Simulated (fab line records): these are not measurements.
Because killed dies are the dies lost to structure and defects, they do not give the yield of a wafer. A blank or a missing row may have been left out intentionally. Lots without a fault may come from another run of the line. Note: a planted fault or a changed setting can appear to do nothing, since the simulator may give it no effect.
Which of the tools did it? + flow nand_harc + 30 wafers from 10 lots sampled at 5 of the route's 1302 steps

== WHAT EACH GAUGE READ, for each wafer ==
NHARC_END_SORT_01. Usual: killed_at_array 55, standard deviation 19; killed_at_other 0.8, standard deviation 1.1; killed_at_periphery 4.0, standard deviation 2.6; killed_dies 60, standard deviation 20; killed_open 3.4, standard deviation 1.7; killed_short 2.6, standard deviation 1.5.
| lot  | measured     | on        | killed_at_array | killed_at_other | killed_at_periphery | killed_dies | killed_open | killed_short | flag |
|------|--------------|-----------|-----------------|-----------------|---------------------|-------------|-------------|--------------|------|
| L310 | day 28 10:59 | prober-02 | 673 671 669     | 2 3 2           | 2 3 6               | 677 677 677 | 1 1 4       | 1 3 6        | OFF  |
| L309 | day 28 05:41 | prober-01 | 672 673 672     | 1 1 0           | 4 3 5               | 677 677 677 | 3 6 3       | 1 2 4        | OFF  |

== EACH LOT AND THE TOOL THAT RAN IT (in order: tool; ch and the chambers of the sampled wafers; start) ==
| lot  | NHARC_A_STAIRCASE_TRIM_235                    | NHARC_A_STAIRCASE_DESCUM_252       | NHARC_A_STAIRCASE_ETCH_271         | NHARC_A_STAIRCASE_ETCH_451                    |
|------|-----------------------------------------------|------------------------------------|------------------------------------|-----------------------------------------------|
| L310 | rie_diel-01 ch 0,2,3, day 20 01:46 or earlier | rie_diel-13 ch 0,2,3, day 20 01:46 | rie_diel-06 ch 0,1,2, day 20 08:07 | rie_diel-06 ch 0,1,3, day 28 10:59 or earlier |
| L309 | rie_diel-13 ch 0,1,2, day 20 02:57 or earlier | rie_diel-06 ch 0,1,2, day 20 02:57 | rie_diel-13 ch 1,2,3, day 20 09:55 | rie_diel-13 ch 1,2,3, day 28 05:41 or earlier |
| L311 | rie_diel-06 ch 1,2,3, day 20 14:58 or earlier | rie_diel-13 ch 0,1,2, day 20 14:58 | rie_diel-13 ch 0,3, day 20 22:58   | rie_diel-13 ch 0,1, no start                  |
| L312 | rie_diel-06 ch 1,2, day 21 01:49 or earlier   | rie_diel-06 ch 1,3, day 21 01:49   | rie_diel-13 ch 1,2, day 21 09:59   | rie_diel-13 ch 0,1, no start                  |
| L316 | rie_diel-13 ch 0,1,3, day 22 09:25 or earlier | rie_diel-13 ch 0,1,2, day 22 09:25 | rie_diel-01 ch 0,2, day 22 13:20   | rie_diel-01 ch 0,3, no start                  |
| L317 | rie_diel-01 ch 0,2, day 22 21:14 or earlier   | rie_diel-06 ch 1,3, day 22 21:14   | rie_diel-06 ch 1,2,3, day 23 02:41 | rie_diel-06 ch 0,1,2, no start                |
| L318 | rie_diel-01 ch 0,1,3, day 23 15:57 or earlier | rie_diel-13 ch 0,3, day 23 15:57   | rie_diel-13 ch 2,3, day 23 21:20   | rie_diel-13 ch 1,3, no start                  |
| L320 | rie_diel-13 ch 0,1,3, day 23 16:15 or earlier | rie_diel-13 ch 0,1,3, day 23 16:15 | rie_diel-06 ch 0,1, day 23 21:41   | rie_diel-06 ch 1,2,3, no start                |
| L323 | rie_diel-01 ch 1,2,3, day 25 01:44 or earlier | rie_diel-13 ch 0,1,2, day 25 01:44 | rie_diel-06 ch 0,1,3, day 25 08:35 | rie_diel-06 ch 1,2,3, no start                |
| L322 | rie_diel-06 ch 2,3, day 25 02:28 or earlier   | rie_diel-13 ch 0,3, day 25 02:28   | rie_diel-06 ch 0,1,3, day 25 09:07 | rie_diel-06 ch 1,2, no start                  |
- NHARC_A_STAIRCASE_TRIM_235: chemistry O2, time 211.2 s.
- NHARC_A_STAIRCASE_DESCUM_252: chemistry O2, time 3 s.
- NHARC_A_STAIRCASE_ETCH_271: etches the open film in CF4/CHF3.
- NHARC_A_STAIRCASE_ETCH_451: etches the open film in CF4/O2, target depth 30 nm, overetch 3 nm, time 16.5 s.

== AS READ BY THE TOOLS THEMSELVES (means over the sampled wafers that have a number; for cases with no such wafer, the mark the record gives instead) ==
NHARC_A_STAIRCASE_TRIM_235. Usual: drypump_motor_current_A 5.7 A, standard deviation 0.34; mfc_ar_sccm 0.013 sccm, standard deviation 0.015; oes_product_au 0.998 a.u., standard deviation 0.01; rf_vpp_V 57.9 V, standard deviation 0.89; showerhead_plenum_p_Torr 3.56 Torr, standard deviation 0.13; throttle_valve_pct 17.035 %, standard deviation 0.0095.
| lot  | tool        | drypump_motor_current_A (A) | mfc_ar_sccm (sccm) | oes_product_au (a.u.) | rf_vpp_V (V) | showerhead_plenum_p_Torr (Torr) | throttle_valve_pct (%) | flag |
|------|-------------|-----------------------------|--------------------|-----------------------|--------------|---------------------------------|------------------------|------|
| L310 | rie_diel-01 | 5.7                         | 0.001              | 0.988                 | 57.9         | 3.66                            | 17.037                 |      |
| L309 | rie_diel-13 | 5.6                         | 0.023              | 0.993                 | 57.5         | 3.62                            | 17.036                 |      |
| L311 | rie_diel-06 | 5.7                         | 0.004              | 0.995                 | 57.6         | 3.44                            | 17.034                 |      |
| L312 | rie_diel-06 | 6.0                         | 0.005              | 0.991                 | 57.5         | 3.44                            | 17.034                 |      |
| L316 | rie_diel-13 | 5.7                         | 0.015              | 1.002                 | 58.7         | 3.61                            | 17.044                 |      |
| L317 | rie_diel-01 | 5.4                         | 0.000              | 0.999                 | 59.0         | 3.66                            | 17.036                 |      |
| L318 | rie_diel-01 | 5.8                         | 0.004              | 0.989                 | 58.1         | 3.66                            | 17.034                 |      |
| L320 | rie_diel-13 | 5.7                         | 0.015              | 1.004                 | 57.8         | 3.61                            | 17.030                 |      |
| L323 | rie_diel-01 | 5.9                         | 0.004              | 0.992                 | 57.8         | 3.57                            | 17.036                 |      |
| L322 | rie_diel-06 | 6.0                         | 0.007              | 0.996                 | 57.8         | 3.51                            | 17.029                 |      |

NHARC_A_STAIRCASE_DESCUM_252. Usual: drypump_motor_current_A 5.7 A, standard deviation 0.34; mfc_ar_sccm 0.016 sccm, standard deviation 0.015; oes_product_au 0.999 a.u., standard deviation 0.012; rf_vpp_V 57.9 V, standard deviation 0.86; showerhead_plenum_p_Torr 1.93 Torr, standard deviation 0.067; throttle_valve_pct 11.310 %, standard deviation 0.0086.
| lot  | tool        | drypump_motor_current_A (A) | mfc_ar_sccm (sccm) | oes_product_au (a.u.) | rf_vpp_V (V) | showerhead_plenum_p_Torr (Torr) | throttle_valve_pct (%) | flag |
|------|-------------|-----------------------------|--------------------|-----------------------|--------------|---------------------------------|------------------------|------|
| L310 | rie_diel-13 | 5.6                         | 0.019              | 1.002                 | 58.1         | 1.93                            | 11.306                 |      |
| L309 | rie_diel-06 | 5.7                         | 0.016              | 1.000                 | 57.4         | 1.84                            | 11.316                 |      |
| L311 | rie_diel-13 | 5.5                         | 0.023              | 0.999                 | 58.3         | 1.97                            | 11.311                 |      |
| L312 | rie_diel-06 | 5.4                         | 0.003              | 0.997                 | 56.9         | 1.85                            | 11.302                 |      |
| L316 | rie_diel-13 | 5.5                         | 0.023              | 1.001                 | 57.6         | 1.96                            | 11.307                 |      |
| L317 | rie_diel-06 | 5.4                         | 0.003              | 0.999                 | 57.9         | 1.96                            | 11.304                 |      |
| L318 | rie_diel-13 | 5.7                         | 0.011              | 1.007                 | 57.6         | 1.93                            | 11.320                 |      |
| L320 | rie_diel-13 | 5.7                         | 0.015              | 1.004                 | 58.0         | 1.96                            | 11.315                 |      |
| L323 | rie_diel-13 | 5.6                         | 0.023              | 0.997                 | 57.8         | 1.95                            | 11.315                 |      |
| L322 | rie_diel-13 | 5.7                         | 0.011              | 1.000                 | 58.5         | 1.92                            | 11.313                 |      |

NHARC_A_STAIRCASE_ETCH_271. Usual: bias_w 200.1 W, standard deviation 0.63; cf4_flow_sccm 100.0 sccm, standard deviation 0.31; chf3_flow_sccm 29.99 sccm, standard deviation 0.086; drypump_motor_current_A 5.7 A, standard deviation 0.34; mfc_ar_sccm 0.013 sccm, standard deviation 0.015; oes_product_au 0.953 a.u., standard deviation 0.02; rf_vpp_V 371.2 V, standard deviation 2.1; showerhead_plenum_p_Torr 1.59 Torr, standard deviation 0.057; throttle_valve_pct 16.802 %, standard deviation 0.0089.
| lot  | tool        | bias_w (W) | cf4_flow_sccm (sccm) | chf3_flow_sccm (sccm) | drypump_motor_current_A (A) | mfc_ar_sccm (sccm) | oes_product_au (a.u.) | rf_vpp_V (V) | showerhead_plenum_p_Torr (Torr) | throttle_valve_pct (%) | flag |
|------|-------------|------------|----------------------|-----------------------|-----------------------------|--------------------|-----------------------|--------------|---------------------------------|------------------------|------|
| L310 | rie_diel-06 | -          | -                    | -                     | -                           | -                  | -                     | -            | -                               | -                      | OFF  |
| L309 | rie_diel-13 | -          | -                    | -                     | -                           | -                  | -                     | -            | -                               | -                      | OFF  |
| L311 | rie_diel-13 | 200.4      | 99.8                 | 30.03                 | 5.5                         | 0.005              | 0.928                 | 372.2        | 1.59                            | 16.798                 |      |
| L312 | rie_diel-13 | 200.7      | 100.0                | 29.90                 | 5.8                         | 0.032              | 0.971                 | 371.6        | 1.63                            | 16.803                 |      |
| L316 | rie_diel-01 | 199.9      | 100.2                | 29.93                 | 5.4                         | 0.000              | 0.963                 | 373.1        | 1.63                            | 16.806                 |      |
| L317 | rie_diel-06 | 199.9      | 100.2                | 29.94                 | 5.7                         | 0.004              | 0.967                 | 372.7        | 1.61                            | 16.807                 |      |
| L318 | rie_diel-13 | 199.9      | 99.8                 | 29.87                 | 5.7                         | 0.033              | 0.978                 | 370.5        | 1.57                            | 16.797                 |      |
| L320 | rie_diel-06 | 200.1      | 100.0                | 29.96                 | 5.4                         | 0.013              | 0.963                 | 372.0        | 1.63                            | 16.795                 |      |
| L323 | rie_diel-06 | 200.3      | 99.6                 | 30.00                 | 5.4                         | 0.015              | 0.965                 | 370.1        | 1.58                            | 16.804                 |      |
| L322 | rie_diel-06 | 200.2      | 100.2                | 29.95                 | 5.4                         | 0.015              | 0.944                 | 370.5        | 1.58                            | 16.804                 |      |

NHARC_A_STAIRCASE_ETCH_451. Usual: bias_w 100.00 W, standard deviation 0.28; cf4_flow_sccm 79.98 sccm, standard deviation 0.24; drypump_motor_current_A 5.7 A, standard deviation 0.34; mfc_ar_sccm 0.013 sccm, standard deviation 0.015; oes_ar_750_au 1.000 a.u., standard deviation 0.0047; oes_product_au 0.998 a.u., standard deviation 0.0095; rf_vpp_V 198.2 V, standard deviation 1.4; showerhead_plenum_p_Torr 1.35 Torr, standard deviation 0.05; throttle_valve_pct 13.397 %, standard deviation 0.0089.
| lot  | tool        | bias_w (W) | cf4_flow_sccm (sccm) | drypump_motor_current_A (A) | mfc_ar_sccm (sccm) | oes_ar_750_au (a.u.) | oes_product_au (a.u.) | rf_vpp_V (V) | showerhead_plenum_p_Torr (Torr) | throttle_valve_pct (%) | flag |
|------|-------------|------------|----------------------|-----------------------------|--------------------|----------------------|-----------------------|--------------|---------------------------------|------------------------|------|
| L310 | rie_diel-06 | 99.88      | 80.14                | 5.4                         | 0.015              | 1.005                | 0.997                 | 196.4        | 1.28                            | 13.402                 |      |
| L309 | rie_diel-13 | 99.85      | 80.05                | 5.8                         | 0.028              | 0.995                | 1.004                 | 198.3        | 1.37                            | 13.394                 |      |
| L311 | rie_diel-13 | 99.70      | 80.06                | 5.5                         | 0.009              | 0.997                | 0.990                 | 198.3        | 1.38                            | 13.399                 |      |
| L312 | rie_diel-13 | 100.15     | 79.67                | 5.4                         | 0.009              | 0.999                | 1.000                 | 198.3        | 1.37                            | 13.403                 |      |
| L316 | rie_diel-01 | 100.01     | 80.19                | 5.6                         | 0.001              | 1.000                | 0.999                 | 199.3        | 1.42                            | 13.402                 |      |
| L317 | rie_diel-06 | 100.17     | 80.12                | 5.7                         | 0.016              | 0.998                | 1.001                 | 197.8        | 1.35                            | 13.396                 |      |
| L318 | rie_diel-13 | 100.31     | 79.90                | 5.9                         | 0.020              | 1.001                | 1.010                 | 198.9        | 1.36                            | 13.408                 |      |
| L320 | rie_diel-06 | 99.84      | 80.00                | 5.7                         | 0.004              | 0.997                | 0.984                 | 199.1        | 1.36                            | 13.400                 |      |
| L323 | rie_diel-06 | 100.21     | 79.78                | 5.7                         | 0.004              | 1.000                | 0.996                 | 197.9        | 1.36                            | 13.389                 |      |
| L322 | rie_diel-06 | 100.10     | 80.11                | 6.1                         | 0.005              | 0.997                | 0.990                 | 199.1        | 1.37                            | 13.398                 |      |

== THE ANSWER, worked out from the rows above alone ==
Rule: a lot counts as off when the mean over its wafers that have a number is more than 3 standard deviations away from the usual mean. Also off: a lot with no number at a reading for which 4 or more lots have one. The other lots that the step has rows for count as sound. Order of review: gauges by route order, followed by the tools' own readings, for which a lot's mean as printed above is used. At the first step where some lot is off, the reading lying furthest off is the one used; lots without a number count as furthest.
Off at NHARC_END_SORT_01 (killed_at_array): L310, L309. Neither off nor sound, because the step has no rows for them: L311, L312, L316, L317, L318, L320, L323, L322.
A tool fits if, at a process step before that reading, it ran every lot that is off, and no sound lot after the first of them. Not tried: the gauges at NHARC_END_SORT_01; whatever is off there is also off at NHARC_A_STAIRCASE_ETCH_271, on other tools, and gauge error can't account for it. With no start given for some of its lots, NHARC_A_STAIRCASE_TRIM_235 uses the hours and lot order of NHARC_A_STAIRCASE_DESCUM_252. With no start given for some of its lots, NHARC_A_STAIRCASE_ETCH_451 uses the hours and lot order of NHARC_END_SORT_01. Of those tried, none fits.

== WHAT WAS PUT IN BY THE SIMULATOR ==
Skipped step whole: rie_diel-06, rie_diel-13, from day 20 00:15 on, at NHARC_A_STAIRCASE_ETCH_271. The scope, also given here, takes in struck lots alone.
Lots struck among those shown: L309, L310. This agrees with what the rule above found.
